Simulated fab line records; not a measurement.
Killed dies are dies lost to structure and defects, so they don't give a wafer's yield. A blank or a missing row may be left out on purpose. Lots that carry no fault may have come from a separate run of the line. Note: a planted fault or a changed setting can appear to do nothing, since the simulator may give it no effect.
A lot that was struck, set against a sound lot / flow nand-harc / 20 steps out of a route of 1159
Sound: wafers L164.1, L164.3, L164.6. Struck: wafers L171.2, L171.4, L171.6. The cause is named last.
Per side, at each step with rows, come the tool, then ch with its chambers, and then its first start. Under that, the readings that differ: sound wafers / struck wafers / difference of the means / sigmas: that difference in standard deviations of wafers without a fault.
alike: a reading whose means differ by less than 2 such deviations, as well as words and numbers matching on both sides. not compared: withheld readings; readings where some wafer has no value; bounds like >300 that might hide an equal value; numbers whose values overlap and for which the record gives no deviation.
A row with sigmas, a row that says differs or no value, or rows on one side alone: a step with any of these is where the two part. Numbers that have no deviation but don't overlap get no sigmas and don't part them. A reading that every wafer of one side lacks parts them only if that side has two wafers or more.

NHARC_P_CONTACT_CMP_24: polishes, t overpolish 30 s, target thk 200 nm.
  sound on cmp-04 ch 1,2, day 6 10:45; struck on cmp-02 ch 0,2,3, day 8 05:32
  alike: motor-current-A, overpolish-run-s, time-to-endpoint-s
next, for these wafers, 1 step has no rows: NHARC_P_CONTACT_SRD_26.
NHARC_P_CONTACT_INSPECT_27:
  sound on defect-inspect-01, day 6 11:08; struck on defect-inspect-01, day 8 05:56
  alike: raw-defect-count
then, 8 steps without rows for these wafers: NHARC_P_M0_DEP_00 (deposits SiOC, target thk 150 nm); NHARC_P_M0_DEHYDRATE_01 (time 120 s); NHARC_P_M0_HMDS_02 (time 30 s); NHARC_P_M0_COAT_33 (time 65 s); NHARC_P_M0_COAT_03 (resist thk 90 nm); NHARC_P_M0_SOFTBAKE_04 (time 55 s); NHARC_P_M0_EBR_05; NHARC_P_M0_EXPOSE_06 (exposes mask P M0, target cd 90 nm).
NHARC_P_M0_PEB_07: peb time 65 s.
  sound on litho-track-06 ch 0, day 6 11:57; struck on litho-track-01 ch 0, day 8 06:46
reading=heater-power-total-W (W); sound=156.2 156.7 156.9; struck=166.8 167.9 166.6; difference=+10.5; sigmas=+25
reading=plate-temp-C (C); sound=100.22 100.15 100.13; struck=105.13 104.96 104.85; difference=+4.81; sigmas=+40
then, 1 step without rows for these wafers: NHARC_P_M0_DEVELOP_08 (develop time 35 s).
NHARC_P_M0_CD_MEAS_09 targets a cd of 90 nm.
  sound on cd-sem-03 ch 0, day 6 12:02; struck on cd-sem-03 ch 0
reading=cd-nm (nm); sound=90.4 90.4 90.3; struck=107.4 106.5 106.7; difference=+16.5; sigmas=+29
  not compared: hold
NHARC_P_M0_OVL_MEAS_10: pitch 180 nm.
  sound on overlay-02, day 6 12:07; struck on overlay-02, day 8 09:06
reading=hold; sound=- - -; struck=await-dispo/2.0h/release await-dispo/2.0h/release await-dispo/2.0h/release; difference=no value on the sound wafers; sigmas=
  alike: overlay-x-nm, overlay-y-nm
NHARC_P_M0_INSPECT_11:
  sound on defect-inspect-02, day 6 12:09; struck on defect-inspect-02, day 8 09:08
  alike: raw-defect-count
NHARC_P_M0_DESCUM_14: chemistry O2, time 3 s.
  sound on rie-diel-09 ch 0,3, day 6 12:13; struck on rie-diel-09 ch 0,1,3, day 8 09:13
reading=model.P_M0.cd-nm (nm); sound=90.16 90.83 90.36; struck=107.1 106.6 106.4; difference=+16.2; sigmas=
  alike: drypump-motor-current-A, oes-product-au, rf-vpp-V, showerhead-plenum-p-Torr, throttle-valve-pct
  not compared: rf-hours-counter-h
NHARC_P_M0_ETCH_34: etches the open film in N2/H2, target depth 40 nm, overetch 12 nm, time 43.94 s.
  sound on rie-diel-09 ch 0,1,2, day 6 12:19; struck on rie-diel-09 ch 0,1,3, day 8 09:17
  alike: drypump-motor-current-A, h2-flow-sccm, oes-product-au, rf-vpp-V, showerhead-plenum-p-Torr, throttle-valve-pct
  not compared: rf-hours-counter-h
NHARC_P_M0_ETCH_15: etches the open film in C4F8/Ar, target depth 150 nm, overetch 15 nm, time 82.5 s.
  sound on rie-diel-09 ch 0,1,3; struck on rie-diel-09 ch 0,1,3
reading=model.P_M0.cd-nm (nm); sound=89.79 90.59 90.14; struck=106.9 106.3 106.4; difference=+16.4; sigmas=
  alike: oes-product-au, rf-vpp-V
  not compared: rf-hours-counter-h
NHARC_P_M0_CD_MEAS_16:
  sound on cd-sem-02, day 6 12:31; struck on cd-sem-03, day 8 09:41
reading=cd-nm (nm); sound=89.8 90.5 89.8; struck=107.2 106.5 106.3; difference=+16.6; sigmas=+26
  not compared: hold

== WHERE THEY PART ==
Earliest at NHARC_P_M0_PEB_07; latest, in this record, at NHARC_P_M0_CD_MEAS_16.

WHY: whatever the simulator had introduced
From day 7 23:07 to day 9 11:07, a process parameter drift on litho-track-01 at NHARC_P_M0_PEB_07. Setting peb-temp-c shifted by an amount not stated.
